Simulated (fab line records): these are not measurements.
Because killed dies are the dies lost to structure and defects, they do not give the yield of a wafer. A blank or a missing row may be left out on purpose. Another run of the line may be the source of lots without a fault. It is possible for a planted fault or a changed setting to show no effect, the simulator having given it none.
The tool behind it: which one? | flow n5 finfet | 29 wafers from 11 lots sampled at 5 of the route's 1938 steps

== WHAT EACH GAUGE READ, for each wafer ==
N5_BEOL_M4_RC_MEAS_101. Usual: DIBL_N 35.8 mV/V, standard deviation 1.5; DIBL_P 35.9 mV/V, standard deviation 1.8; IOFF_N 0.152 nA/um, standard deviation 0.025; IOFF_P 0.21 nA/um, standard deviation 0.031; ION_N 672 uA/um, standard deviation 11; ION_P 462 uA/um, standard deviation 7.4; SS_N 71.5 mV/dec, standard deviation 0.52; SS_P 73.2 mV/dec, standard deviation 0.54; VT_N 250 mV, standard deviation 3; VT_P -250 mV, standard deviation 3.3.
lot  | measured     | on        | DIBL_N (mV/V)  | DIBL_P (mV/V)  | IOFF_N (nA/um)    | IOFF_P (nA/um) | ION_N (uA/um) | ION_P (uA/um) | SS_N (mV/dec)  | SS_P (mV/dec)  | VT_N (mV)   | VT_P (mV)      | flag
L828 | day 7 22:11  | prober-01 | 35.7 38.0 37.1 | 36.5 38.4 37.1 | 0.146 0.192 0.176 | 0.19 0.21 0.20 | 670 672 682   | 454 457 455   | 72.9 73.0 72.7 | 72.9 73.7 73.0 | 251 250 251 | -253 -249 -249 |
L831 | day 9 07:46  | prober-01 | 33.9 34.9 34.1 | 34.8 35.9 35.4 | 0.122 0.143 0.125 | 0.16 0.17 0.16 | 670 674 665   | 457 452 459   | 70.9 70.7 71.5 | 72.9 73.0 72.6 | 250 251 251 | -254 -252 -256 |
L835 | day 9 23:46  | prober-02 | 34.6 36.3      | 34.5 36.1      | 0.115 0.146       | 0.15 0.18      | 652 669       | 449 463       | 71.6 71.1      | 72.3 72.7      | 256 252     | -255 -253      |
L833 | day 10 03:01 | prober-02 | 36.8 37.5      | 38.6 38.5      | 0.155 0.170       | 0.19 0.20      | 678 676       | 459 463       | 71.0 70.9      | 73.4 73.9      | 252 251     | -252 -254      |
L837 | day 10 23:31 | prober-01 | 37.8 37.7 37.9 | 35.5 35.1 34.9 | 0.148 0.151 0.149 | 0.21 0.21 0.20 | 669 666 662   | 458 459 451   | 71.3 72.1 72.2 | 73.0 72.7 73.3 | 250 253 255 | -247 -249 -250 |
L838 | day 11 00:23 | prober-02 | 36.5 35.9      | 35.2 34.6      | 0.167 0.151       | 0.21 0.20      | 681 670       | 466 462       | 72.1 70.9      | 72.9 73.4      | 251 250     | -246 -248      |
L840 | day 11 04:14 | prober-02 | 34.0 33.8      | 33.2 33.3      | 0.117 0.122       | 0.17 0.18      | 659 655       | 461 455       | 71.1 70.5      | 73.0 72.8      | 251 252     | -252 -252      |
L841 | day 11 06:28 | prober-01 | 35.0 35.6 35.9 | 34.8 35.4 36.6 | 0.141 0.143 0.164 | 0.19 0.20 0.22 | 677 667 678   | 463 464 466   | 71.7 71.7 71.9 | 72.9 73.0 73.7 | 249 253 248 | -253 -251 -249 |
L842 | day 11 21:38 | prober-02 | 35.2 38.9 35.4 | 36.2 40.1 35.7 | 0.142 0.205 0.134 | 0.20 0.27 0.20 | 675 687 658   | 461 475 456   | 71.5 72.3 71.5 | 73.4 74.0 72.7 | 250 245 250 | -252 -247 -251 |
L844 | day 12 20:54 | prober-01 | 34.6 36.3 35.0 | 35.8 37.8 36.7 | 0.160 0.185 0.175 | 0.20 0.24 0.22 | 672 692 701   | 456 470 472   | 71.6 71.3 71.0 | 73.2 73.8 73.5 | 247 245 246 | -250 -250 -250 |
L847 | day 13 01:29 | prober-01 | 34.0 33.5 34.8 | 34.4 34.2 36.0 | 0.141 0.127 0.159 | 0.21 0.20 0.24 | 664 648 689   | 463 457 473   | 72.0 70.8 71.4 | 73.1 72.4 73.4 | 252 253 249 | -247 -247 -246 |

== WHICH TOOL RAN EACH LOT (tool, then ch and the chambers of the sampled wafers, then the start) ==
lot  | N5_BEOL_M1_ALD_84                   | N5_BEOL_M1_SURFACE_TREAT_85  | N5_BEOL_M1_SPUTTER_90        | N5_BEOL_M1_ANNEAL_51
L828 | ald metal-03 ch 1,2,3, day 6 14:37  | pvd sputter-01, day 6 14:51  | pvd sputter-01, day 6 16:14  | rtp anneal-01 ch 0, day 6 17:06
L831 | ald metal-04 ch 2,3, day 7 09:17    | pvd sputter-02, day 7 09:31  | pvd sputter-01, day 7 10:50  | rtp anneal-01 ch 0, day 7 11:44
L835 | ald metal-02 ch 0,1, day 8 03:32    | pvd sputter-03, day 8 03:46  | pvd sputter-02, day 8 05:18  | rtp anneal-01 ch 0, day 8 06:12
L833 | ald metal-02 ch 0,1, day 8 04:04    | pvd sputter-01, day 8 04:14  | pvd sputter-02, day 8 07:11  | rtp anneal-01 ch 0, day 8 08:11
L837 | ald metal-04 ch 0,1, day 9 01:08    | pvd sputter-02, day 9 01:23  | pvd sputter-03, day 9 02:42  | rtp anneal-02 ch 0, day 9 03:38
L838 | ald metal-04 ch 1, day 9 02:02      | pvd sputter-03, day 9 03:26  | pvd sputter-01, day 9 04:47  | rtp anneal-02 ch 0, day 9 05:55
L840 | ald metal-03 ch 1,3, day 9 13:26    | pvd sputter-02, day 9 13:43  | pvd sputter-02, day 9 15:16  | rtp anneal-02 ch 0, day 9 16:07
L841 | ald metal-04 ch 0,2,3, day 9 19:19  | pvd sputter-02, day 9 19:34  | pvd sputter-02, day 9 20:55  | rtp anneal-02 ch 0, day 9 21:49
L842 | ald metal-04 ch 0,1,3, day 9 22:55  | pvd sputter-01, day 9 23:10  | pvd sputter-02, day 10 00:42 | rtp anneal-02 ch 0, day 10 01:34
L844 | ald metal-04 ch 0,1,2, day 10 17:58 | pvd sputter-03, day 10 18:13 | pvd sputter-03, day 10 19:47 | rtp anneal-02 ch 0, day 10 20:55
L847 | ald metal-03 ch 0,3, day 11 12:25   | pvd sputter-02, day 11 12:47 | pvd sputter-02, day 11 14:15 | rtp anneal-02 ch 0, day 11 15:11
- N5_BEOL_M1_ALD_84: deposits TaN, pulse time 2 s, purge time 3 s, co reactant purge time 2 s.
- N5_BEOL_M1_SURFACE_TREAT_85
- N5_BEOL_M1_SPUTTER_90: material Cu, target thk 4.5 nm, time 8.29 s.
- N5_BEOL_M1_ANNEAL_51: time 90 s.

== WHAT THE TOOLS THEMSELVES READ (means of the sampled wafers that have a number; where no wafer has one, the mark that the record gives instead) ==
N5_BEOL_M1_ALD_84. Usual: heater power outer w 221 W, standard deviation 22; heater power w 419 W, standard deviation 40; precursor vessel pressure torr 26.25 Torr, standard deviation 0.051.
lot  | tool         | heater power outer w (W) | heater power w (W) | precursor vessel pressure torr (Torr) | flag
L828 | ald metal-03 | 250                      | 451                | 26.25                                 |
L831 | ald metal-04 | 198                      | 377                | 26.18                                 |
L835 | ald metal-02 | 215                      | 425                | 26.26                                 |
L833 | ald metal-02 | 212                      | 431                | 26.21                                 |
L837 | ald metal-04 | 222                      | 413                | 26.27                                 |
L838 | ald metal-04 | 210                      | 404                | 26.19                                 |
L840 | ald metal-03 | 236                      | 436                | 26.18                                 |
L841 | ald metal-04 | 207                      | 397                | 26.22                                 |
L842 | ald metal-04 | 211                      | 400                | 26.22                                 |
L844 | ald metal-04 | 210                      | 414                | 26.26                                 |
L847 | ald metal-03 | 218                      | 410                | 26.20                                 |

N5_BEOL_M1_SPUTTER_90. Usual: chamber pressure pa 0.06999 Pa, standard deviation 0.00013; substrate temp c -19.99 C, standard deviation 0.1; throttle valve pct 30.4 %, standard deviation 0.94.
lot  | tool           | chamber pressure pa (Pa) | substrate temp c (C) | throttle valve pct (%) | flag
L828 | pvd sputter-01 | 0.06998                  | -19.94               | 29.5                   |
L831 | pvd sputter-01 | 0.07016                  | -20.04               | 30.3                   |
L835 | pvd sputter-02 | 0.07000                  | -20.06               | 30.1                   |
L833 | pvd sputter-02 | 0.07005                  | -20.09               | 31.4                   |
L837 | pvd sputter-03 | 0.06995                  | -20.03               | 30.3                   |
L838 | pvd sputter-01 | 0.06989                  | -20.01               | 29.1                   |
L840 | pvd sputter-02 | 0.07007                  | -19.95               | 30.0                   |
L841 | pvd sputter-02 | 0.07021                  | -20.08               | 30.0                   |
L842 | pvd sputter-02 | 0.07465                  | -20.02               | 29.4                   | OFF
L844 | pvd sputter-03 | 0.07007                  | -20.05               | 29.8                   |
L847 | pvd sputter-02 | 0.07460                  | -19.97               | 29.9                   | OFF

N5_BEOL_M1_ANNEAL_51. Usual: wafer_temp_C_max reads 225.76 (standard deviation 0.22).
lot  | tool          | wafer_temp_C_max | flag
L828 | rtp anneal-01 | 225.84           |
L831 | rtp anneal-01 | 225.81           |
L835 | rtp anneal-01 | 225.77           |
L833 | rtp anneal-01 | 225.68           |
L837 | rtp anneal-02 | 225.99           |
L838 | rtp anneal-02 | 225.69           |
L840 | rtp anneal-02 | 225.55           |
L841 | rtp anneal-02 | 225.59           |
L842 | rtp anneal-02 | 226.04           |
L844 | rtp anneal-02 | 225.85           |
L847 | rtp anneal-02 | 225.79           |

== THE ANSWER, worked out from the rows above alone ==
Rule: a lot counts as off when the mean over its wafers that have a number is more than 3 standard deviations away from the usual mean. Also off: a lot with no number at a reading for which 4 or more lots have one. Any other lot the step has rows for is counted as sound. Order of review: gauges by route order, followed by the tools' own readings, for which a lot's mean as printed above is used. The first step at which some lot is off is used, and at that step the reading that is off furthest; a lot without a number counts as furthest.
Off: L842, L847 (N5_BEOL_M1_SPUTTER_90, chamber pressure pa).
If a tool, at that step or one of the process steps before it, ran each lot that is off and ran no sound lot following the first of them, it fits. One fits: pvd sputter-02 at N5_BEOL_M1_SPUTTER_90. Its last sound lot is L841 (day 9 20:55), its first lot that is off L842 (day 10 00:42): a fault that began between those two fits.
The tool's own readings at N5_BEOL_M1_SPUTTER_90 bear it out: on the lots that are off they differ by more than 5 times the standard deviation of the sound lots' means. chamber pressure pa reads 0.07462 Pa there against 0.07004 Pa on the sound lots.

== WHAT THE SIMULATOR HAD PUT IN ==
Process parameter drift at N5_BEOL_M1_SPUTTER_90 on pvd sputter-02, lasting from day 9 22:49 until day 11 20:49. From 0.07, the setting chamber pressure pa moved by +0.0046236. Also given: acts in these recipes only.
Lots struck among those shown: L842, L847. This agrees with what the rule above found.
